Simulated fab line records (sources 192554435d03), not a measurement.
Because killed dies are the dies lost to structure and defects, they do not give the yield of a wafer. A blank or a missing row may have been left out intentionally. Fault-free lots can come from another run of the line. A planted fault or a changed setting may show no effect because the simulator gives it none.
A lot that was struck, set against a sound lot / flow n5Finfet / 38 out of 1938 route steps
Sound: wafers L153.2, L153.4, L153.5. Struck: wafers L143.1, L143.4. (L143.3 of the same lot was not struck and is left out.) The cause comes at the end.
For every step that has rows: the tool of each side, followed by ch and its chambers, followed by its first start. Under that, the readings that differ: sound wafers / struck wafers / difference of the means / sigmas: that difference in standard deviations of wafers without a fault.
alike: same words and numbers on both sides, and readings whose means sit less than 2 such deviations apart. not compared: any withheld reading, any reading some wafer has no value for, any bound like >300 that may hide the same value, and any number with overlapping values for which the record gives no deviation.
A row with sigmas, a row that says differs or no value, or rows on one side alone: a step with any of these is where the two part. Non-overlapping numbers with no deviation appear without sigmas and do not part them. A reading missing from all wafers of one side parts the sides only when that side holds two or more wafers.

first, 9 steps without rows for these wafers: N5_BEOL_M4_ANNEAL_95 (time 240 s); N5_BEOL_M4_SPUTTER_96 (material Cu, target thk 4.5 nm, time 8.29 s); N5_BEOL_M4_ECD_50 (material Cu, target thk 300 nm); N5_BEOL_M4_ANNEAL_51 (time 90 s); N5_BEOL_M4_CMP_52 (polishes, stops on SiOC, t overpolish 6.8 s, target thk 40 nm); N5_BEOL_M4_PRE_CLEAN_60 (time 15 s); N5_BEOL_M4_CO_CAP_55 (material Co, precursor CCTBA/H2, target thk 2 nm, time 102.1 s); N5_BEOL_M4_PRE_CLEAN_56 (time 15 s); N5_BEOL_M4_DEP_57 (deposits SiCN from 3MS/NH3, target thk 8 nm, time 14 s).
N5_BEOL_M4_RC_MEAS_101:
  sound on prober-02 ch 0, day 12 20:56; struck on prober-02 ch 0, day 9 21:11
  alike: DIBL_N, DIBL_P, IOFF_N, IOFF_P, ION_N, ION_P, SS_N, SS_P, VT_N, VT_P
then, 24 steps without rows for these wafers: N5_BEOL_M5_ILD_DEP_00 (deposits SiCOH lowk from DEMS/porogen, target thk 140.64 nm, time 25.9 s); N5_BEOL_M5_CURE_79 (cures SiCOH lowk, time 240 s); N5_BEOL_M5_PECVD_70 (deposits SiO2 from TEOS/O2, target thk 16 nm, time 18 s); N5_BEOL_M5_HM_DEP_02 (deposits TiN, target thk 20 nm); N5_BEOL_M5_COAT_59 (time 60 s, resist thk 60 nm); N5_BEOL_M5_COAT_60 (time 60 s, resist thk 12 nm); N5_BEOL_M5_COAT_71 (time 60 s, resist thk 5 nm); N5_BEOL_M5_COAT_05 (resist thk 30 nm); N5_BEOL_M5_EBR_07; N5_BEOL_M5_SOFTBAKE_06 (time 60 s); N5_BEOL_M5_EXPOSE_08 (exposes mask M5, target cd 28 nm); N5_BEOL_M5_PEB_09 (peb time 60 s); N5_BEOL_M5_DEVELOP_10 (develop time 30 s); N5_BEOL_M5_DESCUM_16 (chemistry O2, time 7 s); N5_BEOL_M5_ETCH_72 (etches underlayer in N2/H2, target depth 6.5 nm, time 5.2 s); N5_BEOL_M5_ETCH_61 (etches SiARC in CF4, target depth 15.6 nm, time 26 s); N5_BEOL_M5_ETCH_62 (etches SOC in N2/H2, target depth 75 nm, overetch 15 nm, time 112.5 s); N5_BEOL_M5_STRIP_63 (strips in N2/H2); N5_BEOL_M5_STRIP_73 (strips in N2/H2); N5_BEOL_M5_STRIP_64 (strips in CF4); N5_BEOL_M5_HM_OPEN_17 (chemistry Cl2/BCl3, target TiN, target depth 20 nm, overetch 6 nm); N5_BEOL_M5_STRIP_19 (strips in O2); N5_BEOL_M5_COAT_65 (time 60 s, resist thk 60 nm); N5_BEOL_M5_COAT_66 (time 60 s, resist thk 12 nm).
N5_BEOL_M7_ILD_DEP_00: deposits SiCOH lowk from DEMS/porogen, target thk 179.75 nm, time 33.4 s.
  sound on pecvd-04 ch 0,2, day 13 20:10; struck on pecvd-01 ch 0,1, day 10 21:24
reading=model.SiCOH_lowk_of_BEOL_M7_ILD_DEP_00.thkNm (nm); sound=176 179 182; struck=281 286.6; difference=+105; sigmas=
  alike: heaterPowerW, showerheadPlenumPTorr, throttleValvePct
N5_BEOL_M7_THK_MEAS_01:
  sound: filmMetro-01 at day 13 20:46; struck: filmMetro-01 at day 10 21:59
reading=M7_ILD_THK (nm); sound=151.8 154.4 157.1; struck=243.5 248.4; difference=+91.5; sigmas=+48
N5_BEOL_M7_CMP_52: polishes, stops on SiCOH lowk, t overpolish 6.9 s, target thk 80 nm.
  sound on cmp-04 ch 0,2,3, day 14 05:29; struck on cmp-03 ch 0,3, day 11 03:30
reading=model.SiCOH_lowk_of_BEOL_M7_ILD_DEP_00.thkNm (nm); sound=148.8 151.4 154; struck=240.6 245.6; difference=+91.7; sigmas=
  alike: motorCurrentA
-- the record jumps here: 3 days lie between the struck wafers' starts before and after (it left off in module BEOL_M7 and takes up again in module PASSIVATION, whose first step shown is number 1936 of the route) --
N5_PASSIVATION_PROBE_49:
  sound: prober-02 at day 17 11:22; struck: prober-02 at day 14 05:26
reading=defectLimitedYield (%); sound=90.7; struck=0 0; difference=-91; sigmas=-65
reading=killed_at_M4_up; sound=22; struck=1092 1108; difference=+1078; sigmas=+99 or more
reading=killedDies; sound=110; struck=1180 1180; difference=+1070; sigmas=+63
reading=killedOnRim; sound=14; struck=152 152; difference=+138; sigmas=+31
reading=sort_bin_5_function (%); sound=5.1; struck=96.2 97.6; difference=+91.8; sigmas=+97
reading=sortNPass; sound=1070; struck=0 0; difference=-1070; sigmas=-63
reading=sortYieldPct (%); sound=90.7; struck=0 0; difference=-91; sigmas=-60
  alike: killed_at_M0_to_M3, killedAtContacts, killedAtFrontEnd, killedAtOther, killedOpen, killedShort, sort_bin_6_memory

WHERE THEY PART
Earliest at N5_BEOL_M7_THK_MEAS_01; latest, in this record, at N5_PASSIVATION_PROBE_49.

WHY: what the simulator had put in
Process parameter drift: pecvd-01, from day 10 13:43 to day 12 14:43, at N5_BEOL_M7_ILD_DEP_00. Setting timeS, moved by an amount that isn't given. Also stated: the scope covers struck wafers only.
